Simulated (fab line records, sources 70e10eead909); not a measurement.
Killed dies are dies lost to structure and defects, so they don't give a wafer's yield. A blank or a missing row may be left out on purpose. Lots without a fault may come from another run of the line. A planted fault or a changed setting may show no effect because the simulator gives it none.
Chamber matching | flow nand_harc | NHARC_A_CHANNEL_FILL_D1_ALD_25 on ald_hk-01: 4 sister chambers
The step deposits SiOx, target thk 60 nm, pulse time 10 s, ald cycles 600. 14 wafers are shown with their chamber, then 7 later ones without.

WAFERS WITH THEIR CHAMBER
wafer  | chamber | heater_power_w (W) | precursor_pulse_height_rel
L074.4 | 2       | 452                | 0.981
L074.5 | 0       | 505                | 1.019
L074.6 | 1       | 542                | 1.024
L082.4 | 0       | 524                | 1.032
L082.1 | 2       | 485                | 1.011
L082.5 | 0       | 514                | 0.985
L088.4 | 0       | 524                | 1.046
L088.5 | 1       | 501                | 0.986
L088.6 | 2       | 487                | 1.002
L085.4 | 3       | 478                | 1.024
L085.5 | 2       | 496                | 0.979
L085.6 | 3       | 470                | 1.037
L090.2 | 0       | 530                | 0.998
L090.4 | 1       | 493                | 0.986

SIGNATURES (means of the wafers above)
reading                    | chamber 0 | chamber 1 | chamber 2 | chamber 3 | scatter within a chamber
heater_power_w             | 519.40    | 512.00    | 480.00    | 474.00    | 17.1
precursor_pulse_height_rel | 1.01600   | 0.99867   | 0.99325   | 1.03050   | 0.0206
Rule: a wafer's distance from a chamber is the root of the sum, over the readings, of the square of ((its reading less the chamber's mean) divided by the reading's scatter). The wafer belongs to the nearest chamber; if the next one is less than 2 further off, it can't be placed. The scatter: the root of (the sum of the squares of (reading less its chamber's mean) over the shown wafers, divided by (wafers less chambers)).

WAFERS WITHOUT THEIR CHAMBER
wafer  | heater_power_w (W) | precursor_pulse_height_rel
L090.5 | 481                | 1.027
L093.1 | 517                | 1.017
L093.2 | 483                | 0.985
L093.3 | 505                | 1.002
L095.2 | 506                | 1.014
L095.4 | 498                | 1.030
L095.6 | 535                | 0.978

WHICH CHAMBER EACH WENT THROUGH
wafer  | from the rows above               | in truth
L090.5 | can't be placed: 3 or 2 or 1 or 0 | 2
L093.1 | can't be placed: 0 or 1           | 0
L093.2 | can't be placed: 2 or 1 or 3      | 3
L093.3 | can't be placed: 1 or 0 or 2 or 3 | 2
L095.2 | can't be placed: 0 or 1 or 2 or 3 | 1
L095.4 | can't be placed: 3 or 0 or 1 or 2 | 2
L095.6 | can't be placed: 1 or 0 or 2      | 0
Placed correctly: 0 of 7. Can't be placed from these rows: 7 (the true chamber is among the candidates in 7). Placed wrongly: 0.
